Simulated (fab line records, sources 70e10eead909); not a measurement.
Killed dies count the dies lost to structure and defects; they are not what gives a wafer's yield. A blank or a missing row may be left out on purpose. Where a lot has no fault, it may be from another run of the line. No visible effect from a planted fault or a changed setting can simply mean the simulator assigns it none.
Which tool is to blame? | flow nand-harc | 14 lots, 40 wafers sampled, at 3 steps of a route of 1159

WHAT THE GAUGES READ, wafer by wafer
NHARC_A_CHANNEL_HOLE_D1_CD_MEAS_18. Usual: 99.4 nm for cd-nm, sd 2.2.
lot  | measured     | on        | cd-nm (nm)        | flag
L763 | day 8 13:30  | cd-sem-02 | 97.4 95.6 95.9    |
L762 | day 8 14:34  | cd-sem-03 | 101.4 99.2 101.3  |
L765 | day 8 22:28  | cd-sem-03 | 102.4 101.9 102.3 |
L766 | day 9 01:40  | cd-sem-01 | 100.1 100.5 102.7 |
L764 | day 9 05:08  | cd-sem-01 | 101.4 102.7 99.5  |
L767 | day 9 09:20  | cd-sem-02 | 99.0 103.2 102.3  |
L771 | day 10 01:02 | cd-sem-02 | 97.2 102.4 103.0  |
L770 | day 10 02:14 | cd-sem-02 | 101.2 100.5 98.7  |
L772 | day 10 22:47 | cd-sem-03 | 98.8 101.9        |
L774 | day 11 13:45 | cd-sem-01 | 97.8 100.9        |
L781 | day 12 18:49 | cd-sem-01 | 97.0 96.5 99.3    |
L780 | day 12 20:02 | cd-sem-01 | 101.9 100.5 99.6  |
L784 | day 13 15:43 | cd-sem-02 | 100.0 100.3 100.5 |
L785 | day 14 02:13 | cd-sem-02 | 98.8 99.9 98.7    |

WHICH TOOL RAN EACH LOT (tool, then ch and the chambers of the sampled wafers, then the start)
lot  | NHARC_A_CHANNEL_HOLE_D1_DEP_00 | NHARC_A_CHANNEL_HOLE_D1_SOFTBAKE_05
L763 | acl-dep-03 ch 0, day 8 09:41   | litho-track-01 ch 0, day 8 11:00
L762 | acl-dep-01 ch 0, day 8 10:44   | litho-track-06 ch 0, day 8 12:00
L765 | acl-dep-03 ch 0, day 8 19:36   | litho-track-01 ch 0, day 8 20:00
L766 | acl-dep-01 ch 0, day 8 22:11   | litho-track-01 ch 0, day 9 00:00
L764 | acl-dep-02 ch 0, day 9 00:59   | litho-track-06 ch 0, day 9 03:00
L767 | acl-dep-02 ch 0, day 9 06:07   | litho-track-01 ch 0, day 9 07:00
L771 | acl-dep-01 ch 0, day 9 21:40   | litho-track-01 ch 0, day 9 23:00
L770 | acl-dep-02 ch 0, day 9 22:17   | litho-track-04 ch 0, day 10 00:00
L772 | acl-dep-02 ch 0, day 10 19:48  | litho-track-01 ch 0, day 10 21:00
L774 | acl-dep-01 ch 0, day 11 09:55  | litho-track-01 ch 0, day 11 12:00
L781 | acl-dep-01 ch 0, day 12 15:17  | litho-track-04 ch 0, day 12 16:00
L780 | acl-dep-03 ch 0, day 12 16:43  | litho-track-06 ch 0, day 12 18:00
L784 | acl-dep-03 ch 0, day 13 12:32  | litho-track-04 ch 0, day 13 14:00
L785 | acl-dep-01 ch 0, day 13 22:52  | litho-track-06 ch 0, day 14 00:00
- NHARC_A_CHANNEL_HOLE_D1_DEP_00: deposits aC, target thk 3100 nm.
- NHARC_A_CHANNEL_HOLE_D1_SOFTBAKE_05: time 55 s.

WHAT THE TOOLS THEMSELVES READ (means of the sampled wafers that have a number; where no wafer has one, the mark that the record gives instead)
NHARC_A_CHANNEL_HOLE_D1_DEP_00. Usual: 34.999 % for throttle-valve-pct, sd 0.0083.
lot  | tool       | throttle-valve-pct (%) | flag
L763 | acl-dep-03 | 34.989                 |
L762 | acl-dep-01 | 34.991                 |
L765 | acl-dep-03 | 35.006                 |
L766 | acl-dep-01 | 34.999                 |
L764 | acl-dep-02 | 34.996                 |
L767 | acl-dep-02 | 35.004                 |
L771 | acl-dep-01 | 34.994                 |
L770 | acl-dep-02 | 35.002                 |
L772 | acl-dep-02 | 35.000                 |
L774 | acl-dep-01 | 34.990                 |
L781 | acl-dep-01 | 35.000                 |
L780 | acl-dep-03 | 34.995                 |
L784 | acl-dep-03 | 34.992                 |
L785 | acl-dep-01 | 35.004                 |

NHARC_A_CHANNEL_HOLE_D1_SOFTBAKE_05. Usual: 188.45 W for heater-power-total-W, sd 0.13.
lot  | tool           | heater-power-total-W (W) | flag
L763 | litho-track-01 | 188.46                   |
L762 | litho-track-06 | 188.44                   |
L765 | litho-track-01 | 188.49                   |
L766 | litho-track-01 | 188.50                   |
L764 | litho-track-06 | 188.48                   |
L767 | litho-track-01 | 188.39                   |
L771 | litho-track-01 | 278.17                   | OFF
L770 | litho-track-04 | 188.45                   |
L772 | litho-track-01 | 322.96                   | OFF
L774 | litho-track-01 | 256.00                   | OFF
L781 | litho-track-04 | 188.40                   |
L780 | litho-track-06 | 188.47                   |
L784 | litho-track-04 | 188.40                   |
L785 | litho-track-06 | 188.35                   |

THE ANSWER, worked out from the rows above alone
Rule: lot off if the mean of its wafers having a number is beyond 3 standard deviations from the usual mean. A lot without any number at a reading at which 4 lots or more have one is off too. Any other lot the step has rows for is counted as sound. The gauges are gone through in route order, then the tools' own readings, and for those a lot's mean is taken as printed above. At the first step where some lot is off, the reading lying furthest off is the one used; lots without a number count as furthest.
Off: L771, L772, L774 (NHARC_A_CHANNEL_HOLE_D1_SOFTBAKE_05, heater-power-total-W).
A tool fits if, at that step or a process step before it, it ran every lot that is off, and no sound lot after the first of them. One fits: litho-track-01 at NHARC_A_CHANNEL_HOLE_D1_SOFTBAKE_05. Its last sound lot is L767 (day 9 07:00), its first lot that is off L771 (day 9 23:00): a fault that began between those two fits.
The tool's own readings at NHARC_A_CHANNEL_HOLE_D1_SOFTBAKE_05 bear it out: on the lots that are off they differ by more than 5 times the standard deviation of the sound lots' means. heater-power-total-W reads 285.71 W there against 188.44 W on the sound lots.

WHAT THE SIMULATOR HAD INSERTED
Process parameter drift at NHARC_A_CHANNEL_HOLE_D1_SOFTBAKE_05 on litho-track-01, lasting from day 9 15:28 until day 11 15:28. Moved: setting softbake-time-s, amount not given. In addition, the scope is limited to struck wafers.
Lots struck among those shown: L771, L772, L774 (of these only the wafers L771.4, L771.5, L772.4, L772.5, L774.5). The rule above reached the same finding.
